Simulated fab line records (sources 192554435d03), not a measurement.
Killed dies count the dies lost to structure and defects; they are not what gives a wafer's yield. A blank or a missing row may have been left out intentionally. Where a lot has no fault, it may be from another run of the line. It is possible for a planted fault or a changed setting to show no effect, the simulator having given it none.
Which tool is to blame? ; flow n5Finfet ; 24 lots with 72 wafers sampled at 5 steps, on a route of 1938 steps

== WHAT THE GAUGES READ, wafer by wafer ==
N5_BEOL_M8_INSPECT_30: inspects for defects (brightfield). Usual: 394 for rawDefectCount, sd 100.
lot;measured;on;rawDefectCount;flag
L075;day 15 06:41;defectInspect-02;479 444 285;
L078;day 15 12:36;defectInspect-02;420 333 297;
L077;day 16 12:05;defectInspect-02;392 393 290;
L074;day 16 21:31;defectInspect-02;312 315 441;
L079;day 17 01:19;defectInspect-02;290 263 293;
L084;day 17 06:04;defectInspect-01;583 516 521;
L080;day 17 08:02;defectInspect-02;357 494 450;
L076;day 18 05:50;defectInspect-01;498 405 449;
L083;day 18 18:58;defectInspect-02;471 285 262;
L081;day 18 20:40;defectInspect-02;442 347 402;
L085;day 19 04:48;defectInspect-02;389 471 285;
L082;day 19 04:58;defectInspect-02;280 274 314;
L087;day 19 05:09;defectInspect-02;460 503 450;
L091;day 19 05:14;defectInspect-01;584 620 295;
L086;day 19 09:07;defectInspect-02;386 378 348;
L090;day 19 15:28;defectInspect-02;294 311 287;
L088;day 19 15:36;defectInspect-02;412 345 214;
L089;day 19 17:56;defectInspect-02;446 358 411;
L093;day 20 16:35;defectInspect-02;427 383 679;
L092;day 20 18:10;defectInspect-01;425 368 283;
L095;day 20 18:20;defectInspect-02;312 349 331;
L094;day 21 12:19;defectInspect-02;541 331 436;
L096;day 21 16:26;defectInspect-02;245 338 304;
L097;day 21 23:02;defectInspect-02;445 453 402;

N5_BEOL_M9_CD_MEAS_28: the cd target is 70 nm. Usual: 70.05 nm for cdNm, sd 0.28.
lot;measured;on;cdNm (nm);flag
L075;day 15 14:36;cdSem-01;70.41 70.03 69.92;
L078;day 15 19:58;cdSem-02;70.54 70.23 70.02;
L077;day 16 19:13;cdSem-03;69.78 69.71 70.05;
L074;day 17 05:56;cdSem-02;70.64 70.86 70.85;
L079;day 17 07:52;cdSem-01;69.87 69.56 69.96;
L084;day 17 18:50;cdSem-03;69.74 70.09 69.94;
L080;day 17 18:53;cdSem-02;70.22 69.57 70.10;
L076;day 18 16:53;cdSem-01;70.30 69.87 70.36;
L083;day 19 04:59;cdSem-01;69.82 69.97 70.09;
L081;day 19 04:50;cdSem-01;69.78 70.50 69.91;
L085;day 19 15:20;cdSem-03;69.99 70.24 70.34;
L082;day 19 15:53;cdSem-03;69.73 69.92 69.82;
L087;day 19 17:01;cdSem-03;69.88 69.84 69.99;
L091;day 19 17:46;cdSem-03;69.88 70.55 70.10;
L086;day 19 18:29;cdSem-03;70.04 69.99 70.11;
L090;day 20 00:03;cdSem-03;69.93 70.27 69.87;
L088;day 20 00:07;cdSem-01;70.24 70.17 70.60;
L089;day 20 03:08;cdSem-03;69.57 70.26 69.88;
L093;day 21 01:05;cdSem-02;69.88 69.94 70.26;
L092;day 21 00:53;cdSem-03;69.74 69.70 70.09;
L095;day 21 01:18;cdSem-02;69.91 69.60 69.34;
L094;day 21 22:52;cdSem-02;69.90 70.02 70.29;
L096;day 22 01:41;cdSem-02;70.02 70.00 69.80;
L097;day 22 06:02;cdSem-02;70.07 70.11 70.41;

== EACH LOT AND THE TOOL THAT RAN IT (in order: tool; ch and the chambers of the sampled wafers; start) ==
lot;N5_BEOL_M8_ETCH_66;N5_BEOL_M8_CURE_75;N5_BEOL_M8_SPUTTER_48
L075;rieDiel-02 ch 0,1,3, day 15 06:48;uvCure-02 ch 2, day 15 07:21;pvdSputter-01, day 15 08:26
L078;rieDiel-03 ch 1,3, day 15 12:44;uvCure-02 ch 2, day 15 13:20;pvdSputter-03, day 15 15:14
L077;rieDiel-03 ch 1,2, day 16 12:12;uvCure-01 ch 1, day 16 12:59;pvdSputter-03, day 16 14:01
L074;rieDiel-02 ch 0,1,3, day 16 21:38;uvCure-02 ch 0, day 16 22:14;pvdSputter-02, day 16 23:37
L079;rieDiel-06 ch 0,1,3, day 17 01:26;uvCure-03 ch 1, day 17 02:06;pvdSputter-03, day 17 03:16
L084;rieDiel-02 ch 0,1,3, day 17 06:13;uvCure-01 ch 1, day 17 06:46;pvdSputter-01, day 17 08:07
L080;rieDiel-02 ch 2,3, day 17 08:09;uvCure-03 ch 0, day 17 08:41;pvdSputter-03, day 17 10:22
L076;rieDiel-03 ch 0,2,3, day 18 05:56;uvCure-03 ch 1, day 18 06:33;pvdSputter-01, day 18 09:29
L083;rieDiel-03 ch 0,2, day 18 19:05;uvCure-01 ch 1, day 18 19:37;pvdSputter-01, day 18 22:05
L081;rieDiel-03 ch 0,2, day 18 20:47;uvCure-02 ch 2, day 18 21:30;pvdSputter-01, day 18 22:28
L085;rieDiel-03 ch 2,3, day 19 04:55;uvCure-02 ch 2, day 19 05:46;pvdSputter-02, day 19 08:40
L082;rieDiel-03 ch 0,2,3, day 19 05:19;uvCure-01 ch 2, day 19 06:07;pvdSputter-02, day 19 09:02
L087;rieDiel-02 ch 0,1, day 19 05:20;uvCure-03 ch 0, day 19 06:26;pvdSputter-02, day 19 09:10
L091;rieDiel-02 ch 0,2,3, day 19 05:44;uvCure-01 ch 0, day 19 06:49;pvdSputter-02, day 19 09:26
L086;rieDiel-02 ch 0,1,3, day 19 09:17;uvCure-01 ch 0, day 19 09:56;pvdSputter-02, day 19 11:08
L090;rieDiel-02 ch 0,1,2, day 19 15:34;uvCure-03 ch 1, day 19 16:10;pvdSputter-03, day 19 17:58
L088;rieDiel-06 ch 0,2,3, day 19 15:53;uvCure-01 ch 1, day 19 16:32;pvdSputter-03, day 19 18:10
L089;rieDiel-02 ch 0,3, day 19 18:06;uvCure-01 ch 2, day 19 18:43;pvdSputter-03, day 19 20:16
L093;rieDiel-03 ch 2,3, day 20 16:52;uvCure-02 ch 1, day 20 17:28;pvdSputter-03, day 20 19:10
L092;rieDiel-03 ch 1,2,3, day 20 18:17;uvCure-01 ch 2, day 20 18:52;pvdSputter-03, day 20 20:00
L095;rieDiel-06 ch 0,3, day 20 18:27;uvCure-02 ch 1, day 20 19:08;pvdSputter-01, day 20 20:01
L094;rieDiel-03 ch 0,1,2, day 21 12:25;uvCure-02 ch 2, day 21 13:04;pvdSputter-03, day 21 14:46
L096;rieDiel-02 ch 2,3, day 21 16:33;uvCure-03 ch 0, day 21 17:05;pvdSputter-03, day 21 19:31
L097;rieDiel-03 ch 0,1,3, day 21 23:23;uvCure-03 ch 1, day 21 23:56;pvdSputter-02, day 22 01:08
- N5_BEOL_M8_ETCH_66: etches SOC in N2/H2, target depth 80 nm, overetch 16 nm, time 120 s.
- N5_BEOL_M8_CURE_75: cures SiCOH lowk, time 120 s.
- N5_BEOL_M8_SPUTTER_48: material Cu, target thk 10 nm, time 1.667 s.

== AS READ BY THE TOOLS THEMSELVES (means over the sampled wafers that have a number; for cases with no such wafer, the mark the record gives instead) ==
N5_BEOL_M8_ETCH_66. Usual: drypumpMotorCurrentA 5.9 A, standard deviation 0.4; oesProductAu 0.62 a.u., standard deviation 0.059; rfVppV 525.1 V, standard deviation 2.7; showerheadPlenumPTorr 2.59 Torr, standard deviation 0.092; throttleValvePct 17.73 %, standard deviation 0.2.
lot;tool;drypumpMotorCurrentA (A);oesProductAu (a.u.);rfVppV (V);showerheadPlenumPTorr (Torr);throttleValvePct (%);flag
L075;rieDiel-02;5.9;0.61;526.2;2.61;17.74;
L078;rieDiel-03;5.9;0.65;527.4;2.67;17.59;
L077;rieDiel-03;5.6;0.61;526.4;2.65;17.59;
L074;rieDiel-02;5.9;0.61;525.2;2.60;17.76;
L079;rieDiel-06;5.7;0.61;520.9;2.45;17.91;
L084;rieDiel-02;6.0;0.60;524.8;2.60;17.76;
L080;rieDiel-02;5.4;0.63;523.6;2.56;17.82;
L076;rieDiel-03;6.0;0.63;526.5;2.63;17.68;
L083;rieDiel-03;6.0;0.59;524.4;2.55;17.83;
L081;rieDiel-03;6.0;0.58;524.6;2.55;17.83;
L085;rieDiel-03;5.9;0.68;528.8;2.70;17.51;
L082;rieDiel-03;6.0;0.62;526.1;2.62;17.71;
L087;rieDiel-02;6.3;0.58;525.2;2.62;17.74;
L091;rieDiel-02;5.8;0.60;523.6;2.56;17.87;
L086;rieDiel-02;6.0;0.59;524.7;2.59;17.79;
L090;rieDiel-02;6.1;0.59;525.1;2.59;17.84;
L088;rieDiel-06;5.3;0.62;521.5;2.46;17.86;
L089;rieDiel-02;6.1;0.59;524.3;2.55;17.87;
L093;rieDiel-03;5.9;0.66;528.0;2.69;17.54;
L092;rieDiel-03;5.8;0.68;527.4;2.66;17.48;
L095;rieDiel-06;5.3;0.59;521.9;2.48;17.90;
L094;rieDiel-03;5.8;0.70;524.4;2.59;17.48;
L096;rieDiel-02;5.4;0.59;524.8;2.55;17.90;
L097;rieDiel-03;5.8;0.69;525.1;2.58;17.55;

N5_BEOL_M8_CURE_75. Usual: lampPowerPct 52.32 %, standard deviation 0.058; wafer_temp_C_max 372.1, standard deviation 0.67.
lot;tool;lampPowerPct (%);wafer_temp_C_max;flag
L075;uvCure-02;52.31;371.7;
L078;uvCure-02;52.38;371.9;
L077;uvCure-01;52.29;371.8;
L074;uvCure-02;52.32;372.7;
L079;uvCure-03;52.33;372.8;
L084;uvCure-01;52.26;371.8;
L080;uvCure-03;52.30;371.7;
L076;uvCure-03;52.29;372.8;
L083;uvCure-01;52.31;371.8;
L081;uvCure-02;52.31;371.8;
L085;uvCure-02;52.30;371.5;
L082;uvCure-01;52.30;371.7;
L087;uvCure-03;52.35;371.6;
L091;uvCure-01;52.33;373.2;
L086;uvCure-01;52.29;372.9;
L090;uvCure-03;52.26;373.3;
L088;uvCure-01;52.30;371.6;
L089;uvCure-01;52.35;372.3;
L093;uvCure-02;52.36;372.5;
L092;uvCure-01;52.28;371.9;
L095;uvCure-02;52.40;372.6;
L094;uvCure-02;52.35;371.6;
L096;uvCure-03;52.30;371.3;
L097;uvCure-03;52.29;373.1;

N5_BEOL_M8_SPUTTER_48. Usual: biasV 60.0 V, standard deviation 0.59; chamberPressurePa 0.13002 Pa, standard deviation 0.00027; chuckSensorTempC -16.1 C, standard deviation 0.3; throttleValvePct 30.0 %, standard deviation 1.
lot;tool;biasV (V);chamberPressurePa (Pa);chuckSensorTempC (C);throttleValvePct (%);flag
L075;pvdSputter-01;59.8;0.13018;-15.9;29.5;
L078;pvdSputter-03;60.2;0.13014;-16.2;30.7;
L077;pvdSputter-03;59.6;0.12988;-16.3;29.8;
L074;pvdSputter-02;59.7;0.12992;-16.0;30.4;
L079;pvdSputter-03;60.3;0.13010;-16.0;30.2;
L084;pvdSputter-01;60.3;0.13022;-16.2;29.6;
L080;pvdSputter-03;60.6;0.13005;-16.0;30.2;
L076;pvdSputter-01;59.9;0.12981;-16.3;29.0;
L083;pvdSputter-01;59.9;0.13001;-16.1;28.9;
L081;pvdSputter-01;60.0;0.13014;-15.9;29.6;
L085;pvdSputter-02;60.0;0.12985;-15.9;30.7;
L082;pvdSputter-02;60.0;0.13005;-15.8;30.0;
L087;pvdSputter-02;59.9;0.13034;-16.0;30.8;
L091;pvdSputter-02;60.0;0.12967;-15.9;31.2;
L086;pvdSputter-02;59.7;0.13019;-16.1;30.6;
L090;pvdSputter-03;60.1;0.12995;-16.0;29.9;
L088;pvdSputter-03;60.2;0.13013;-16.4;29.8;
L089;pvdSputter-03;60.5;0.13021;-16.1;30.2;
L093;pvdSputter-03;59.8;0.13014;-16.0;30.1;
L092;pvdSputter-03;60.6;0.12985;-16.0;30.2;
L095;pvdSputter-01;59.4;0.13008;-16.4;28.5;
L094;pvdSputter-03;60.2;0.13009;-16.1;29.9;
L096;pvdSputter-03;59.8;0.12971;-16.2;30.3;
L097;pvdSputter-02;60.0;0.13013;-16.1;30.4;

== THE ANSWER, worked out from the rows above alone ==
Rule: a lot is off if the mean of its wafers that have a number lies more than 3 standard deviations from the usual mean. Also off: a lot with no number at a reading for which 4 or more lots have one. Any other lot the step has rows for is counted as sound. The gauges are gone through in route order, then the tools' own readings, and for those a lot's mean is taken as printed above. At the first step where some lot is off, the reading lying furthest off is the one used; lots without a number count as furthest.
Across all readings shown, no lot is off: no conclusion can be drawn from this.

== WHAT THE SIMULATOR HAD INSERTED ==
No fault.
